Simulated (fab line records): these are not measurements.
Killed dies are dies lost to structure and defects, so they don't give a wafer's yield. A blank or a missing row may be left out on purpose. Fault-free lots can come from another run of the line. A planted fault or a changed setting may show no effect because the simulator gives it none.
Matching of chambers || flow n5Finfet || N5_FIN_SAQP_MANDREL_ETCH_58 on rieSi-05: 4 sister chambers
The step etches a-Si in HBr/Cl2, stops on SiNx, target depth 45 nm, bt time 10 s, time 27 s. 8 wafers are shown with their chamber, then 12 later ones without.

EACH WAFER AND ITS CHAMBER
{"wafer": "L087.3", "chamber": 1, "drypumpMotorCurrentA (A)": 6.7, "throttleValvePct (%)": 35.50}
{"wafer": "L087.4", "chamber": 0, "drypumpMotorCurrentA (A)": 6.0, "throttleValvePct (%)": 35.86}
{"wafer": "L087.6", "chamber": 0, "drypumpMotorCurrentA (A)": 6.1, "throttleValvePct (%)": 35.88}
{"wafer": "L090.5", "chamber": 2, "drypumpMotorCurrentA (A)": 5.2, "throttleValvePct (%)": 35.73}
{"wafer": "L090.6", "chamber": 3, "drypumpMotorCurrentA (A)": 5.9, "throttleValvePct (%)": 35.89}
{"wafer": "L091.1", "chamber": 3, "drypumpMotorCurrentA (A)": 5.9, "throttleValvePct (%)": 35.87}
{"wafer": "L091.2", "chamber": 2, "drypumpMotorCurrentA (A)": 5.2, "throttleValvePct (%)": 35.76}
{"wafer": "L091.3", "chamber": 1, "drypumpMotorCurrentA (A)": 6.7, "throttleValvePct (%)": 35.48}

WAFERS WITH NO CHAMBER GIVEN
{"wafer": "L091.4", "drypumpMotorCurrentA (A)": 6.0, "throttleValvePct (%)": 35.86}
{"wafer": "L091.5", "drypumpMotorCurrentA (A)": 5.9, "throttleValvePct (%)": 35.84}
{"wafer": "L091.6", "drypumpMotorCurrentA (A)": 6.0, "throttleValvePct (%)": 35.88}
{"wafer": "L093.3", "drypumpMotorCurrentA (A)": 5.9, "throttleValvePct (%)": 35.89}
{"wafer": "L093.5", "drypumpMotorCurrentA (A)": 5.2, "throttleValvePct (%)": 35.74}
{"wafer": "L093.6", "drypumpMotorCurrentA (A)": 5.9, "throttleValvePct (%)": 35.88}
{"wafer": "L095.1", "drypumpMotorCurrentA (A)": 6.7, "throttleValvePct (%)": 35.51}
{"wafer": "L095.2", "drypumpMotorCurrentA (A)": 5.2, "throttleValvePct (%)": 35.74}
{"wafer": "L095.4", "drypumpMotorCurrentA (A)": 5.9, "throttleValvePct (%)": 35.88}
{"wafer": "L096.4", "drypumpMotorCurrentA (A)": 5.9, "throttleValvePct (%)": 35.87}
{"wafer": "L096.5", "drypumpMotorCurrentA (A)": 5.2, "throttleValvePct (%)": 35.74}
{"wafer": "L096.6", "drypumpMotorCurrentA (A)": 5.9, "throttleValvePct (%)": 35.90}

THE CHAMBER EACH PASSED THROUGH
{"wafer": "L091.4", "from the rows above": "can't be placed: 0 or 3", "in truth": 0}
{"wafer": "L091.5", "from the rows above": 3, "in truth": 3}
{"wafer": "L091.6", "from the rows above": "can't be placed: 0 or 3", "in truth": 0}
{"wafer": "L093.3", "from the rows above": 3, "in truth": 3}
{"wafer": "L093.5", "from the rows above": 2, "in truth": 2}
{"wafer": "L093.6", "from the rows above": 3, "in truth": 3}
{"wafer": "L095.1", "from the rows above": 1, "in truth": 1}
{"wafer": "L095.2", "from the rows above": 2, "in truth": 2}
{"wafer": "L095.4", "from the rows above": 3, "in truth": 3}
{"wafer": "L096.4", "from the rows above": 3, "in truth": 3}
{"wafer": "L096.5", "from the rows above": 2, "in truth": 2}
{"wafer": "L096.6", "from the rows above": 3, "in truth": 3}
Correctly placed: 10 of 12. From these rows, 2 cannot be placed; in 2 the true chamber is one of the candidates. Number placed wrongly: 0.
How it was worked out, from the rows above alone: a wafer's distance from a chamber is the root of the sum, over the readings, of the square of ((its reading less the chamber's mean) divided by the reading's scatter). The wafer belongs to the nearest chamber; if the next one is less than 2 further off, it can't be placed. A chamber's mean is the mean of its shown wafers. The scatter: take each reading less its chamber's mean, square it, sum over the shown wafers, divide by the number of wafers less the number of chambers, and take the root.
